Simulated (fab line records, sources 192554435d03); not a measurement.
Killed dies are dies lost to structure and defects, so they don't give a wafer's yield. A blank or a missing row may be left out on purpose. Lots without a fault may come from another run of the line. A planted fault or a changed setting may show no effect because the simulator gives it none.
Split-lot experiment | flow n5_finfet | 7 lots, 21 wafers read, on a route of 1938 steps

THE SPLIT
At N5_BEOL_M10_COAT_22 (resist thk 90 nm), the setting spin_rpm was moved away from the recipe's 1500 rpm on 5 of the 21 wafers read, by -10.2% to -7.7%. The other wafers ran this setting at the recipe's value.

FROM THE SPLIT TO THE READING: what the file shows between them, 2 steps
- N5_BEOL_M10_EXPOSE_25: exposes mask V9 (also split here: dose_mj)
- N5_BEOL_M10_PEB_26: peb time 60 s

THE READING
CAR-ArF_of_BEOL_M10_COAT_22.thk_nm (the simulator's own value, which no gauge read), in nm, at N5_BEOL_M10_DEVELOP_27 (develop time 30 s). The file gives no usual value for it. The 16 wafers here that ran the recipe average 88.4 nm, standard deviation 0.23 nm.

wafer  | tool, chamber at the split | spin_rpm as run, rpm | against the recipe | CAR-ArF_of_BEOL_M10_COAT_22.thk_nm, nm | against lot-mates on the recipe
L075.4 | litho_track-02, 0          | 1500                 | recipe             | 88.2                                   | -
L075.5 | litho_track-02, 0          | 1384                 | -7.7%              | 92                                     | +3.8
L075.6 | litho_track-02, 0          | 1384                 | -7.7%              | 91.6                                   | +3.4
L080.2 | litho_track-01, 0          | 1500                 | recipe             | 88.6                                   | -
L080.4 | litho_track-01, 0          | 1500                 | recipe             | 88.6                                   | -
L080.6 | litho_track-01, 0          | 1500                 | recipe             | 88.2                                   | -
L087.1 | litho_track-01, 0          | 1500                 | recipe             | 88.4                                   | -
L087.5 | litho_track-01, 0          | 1500                 | recipe             | 88.4                                   | -
L087.2 | litho_track-01, 0          | 1373                 | -8.5%              | 92.4                                   | +4.0
L091.1 | litho_track-02, 0          | 1500                 | recipe             | 88.2                                   | -
L091.3 | litho_track-02, 0          | 1347                 | -10.2%             | 93                                     | +4.8
L091.5 | litho_track-02, 0          | 1347                 | -10.2%             | 93.2                                   | +5.0
L092.2 | litho_track-01, 0          | 1500                 | recipe             | 88.6                                   | -
L092.3 | litho_track-01, 0          | 1500                 | recipe             | 88.6                                   | -
L092.4 | litho_track-01, 0          | 1500                 | recipe             | 88.8                                   | -
L096.1 | litho_track-01, 0          | 1500                 | recipe             | 88.2                                   | -
L096.5 | litho_track-01, 0          | 1500                 | recipe             | 88.2                                   | -
L096.2 | litho_track-01, 0          | 1500                 | recipe             | 87.8                                   | -
L095.1 | litho_track-01, 0          | 1500                 | recipe             | 88.4                                   | -
L095.4 | litho_track-01, 0          | 1500                 | recipe             | 88.4                                   | -
L095.6 | litho_track-01, 0          | 1500                 | recipe             | 88.4                                   | -

THE FIT
A straight line over all 21 wafers: CAR-ArF_of_BEOL_M10_COAT_22.thk_nm changes by -0.46 nm for each +1% of spin_rpm; r = -0.99; the points scatter about the line by 0.23 nm.
The same after taking each lot's own level away (the mean of its wafers on the recipe; 21 wafers): -0.475 nm for each +1%; r = -1.00; scatter 0.14 nm.
On that fit, the largest move of spin_rpm shifts the reading by 4.8 nm.
The lots' own levels span 88.07 to 88.67 nm, that is 2.6 times the standard deviation above.
So the lot-to-lot level changes the slope little: the two slopes agree.
Check: with one of the wafers moved furthest among these (-10.2%) left out of the fit, the line predicts +4.85 nm for it against its lot-mates. It came out at +4.8 nm against them.

OTHER SPLITS ON THESE WAFERS
These wafers also went through other splits before the reading. Each is held against what the fit with the lots' levels taken away leaves over:
other split on the same wafers | wafers away from the commonest value | r with CAR-ArF_of_BEOL_M10_COAT_22.thk_nm (lot level and that fit taken away)
N5_BEOL_M9_EXPOSE_08 dose_mj   | 7                                    | +0.23
N5_BEOL_M10_EXPOSE_25 dose_mj  | 6                                    | -0.04

THE WHOLE CHAIN: every reading that the file lists as answering this split, in the file's order
step                   | what it does      | reading                                                                             | change (the file's fit)               | r (the file's)
N5_BEOL_M10_COAT_22    | resist thk 90 nm  | CAR-ArF_of_BEOL_M10_COAT_22.thk_nm (the simulator's own value, which no gauge read) | -0.48 nm for each +1% of the setting  | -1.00
N5_BEOL_M10_DEVELOP_27 | develop time 30 s | CAR-ArF_of_BEOL_M10_COAT_22.thk_nm (the simulator's own value, which no gauge read) | -0.474 nm for each +1% of the setting | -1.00

THE FILE'S OWN FIT
CAR-ArF_of_BEOL_M10_COAT_22.thk_nm changes by -0.474 nm for each +1% of spin_rpm, r = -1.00.
